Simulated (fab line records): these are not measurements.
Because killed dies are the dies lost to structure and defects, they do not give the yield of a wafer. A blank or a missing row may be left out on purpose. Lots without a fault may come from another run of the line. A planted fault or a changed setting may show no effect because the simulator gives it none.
Chamber matching | flow nandHarc | NHARC_P_ZERO_WELL_ETCH_65 on rieDiel-13 has 4 sister chambers
The step etches the open film in N2/H2, target depth 80 nm, overetch 24 nm, time 87.88 s. 14 wafers are shown with their chamber, then 7 later ones without.

== EACH WAFER AND ITS CHAMBER ==
wafer  | chamber | drypumpMotorCurrentA (A) | showerheadPlenumPTorr (Torr) | rfVppV (V)
L791.3 | 1       | 6.0                      | 1.90                         | 426.2
L791.4 | 0       | 5.5                      | 2.14                         | 434.9
L791.6 | 0       | 5.5                      | 2.14                         | 432.8
L792.1 | 3       | 5.2                      | 2.12                         | 431.8
L792.5 | 2       | 6.1                      | 2.07                         | 431.4
L792.6 | 3       | 5.2                      | 2.12                         | 432.3
L793.1 | 0       | 5.5                      | 2.14                         | 434.2
L793.4 | 3       | 5.2                      | 2.11                         | 432.5
L793.5 | 1       | 6.1                      | 1.90                         | 426.7
L801.3 | 2       | 6.1                      | 2.06                         | 430.0
L801.4 | 0       | 5.5                      | 2.13                         | 432.6
L801.5 | 3       | 5.2                      | 2.10                         | 433.9
L802.4 | 3       | 5.2                      | 2.10                         | 431.3
L802.5 | 0       | 5.5                      | 2.13                         | 433.8

SIGNATURES (averages over the wafers above)
reading               | chamber 0 | chamber 1 | chamber 2 | chamber 3 | scatter within a chamber
drypumpMotorCurrentA  | 5.500     | 6.050     | 6.100     | 5.200     | 0.0224
showerheadPlenumPTorr | 2.1360    | 1.9000    | 2.0650    | 2.1100    | 0.00755
rfVppV                | 433.660   | 426.450   | 430.700   | 432.360   | 0.93
Rule: a wafer lies at a distance from a chamber equal to the root of the sum of squares, over the readings, of (its reading less the chamber's mean, divided by the reading's scatter). The wafer belongs to the nearest chamber; if the next one is less than 2 further off, it can't be placed. The scatter: take each reading less its chamber's mean, square it, sum over the shown wafers, divide by the number of wafers less the number of chambers, and take the root.

== WAFERS WHOSE CHAMBER IS MISSING ==
wafer  | drypumpMotorCurrentA (A) | showerheadPlenumPTorr (Torr) | rfVppV (V)
L802.6 | 6.1                      | 1.89                         | 426.4
L804.1 | 5.5                      | 2.13                         | 431.7
L804.4 | 6.0                      | 2.05                         | 431.4
L804.6 | 6.1                      | 1.89                         | 426.2
L807.1 | 5.5                      | 2.13                         | 432.6
L807.3 | 6.0                      | 2.05                         | 430.0
L807.4 | 5.2                      | 2.10                         | 432.1

== WHICH CHAMBER EACH WENT THROUGH ==
wafer  | from the rows above | in truth
L802.6 | 1                   | 1
L804.1 | 0                   | 0
L804.4 | 2                   | 2
L804.6 | 1                   | 1
L807.1 | 0                   | 0
L807.3 | 2                   | 2
L807.4 | 3                   | 3
Placed correctly: 7 of 7. Can't be placed from these rows: 0. Wrongly placed: 0.
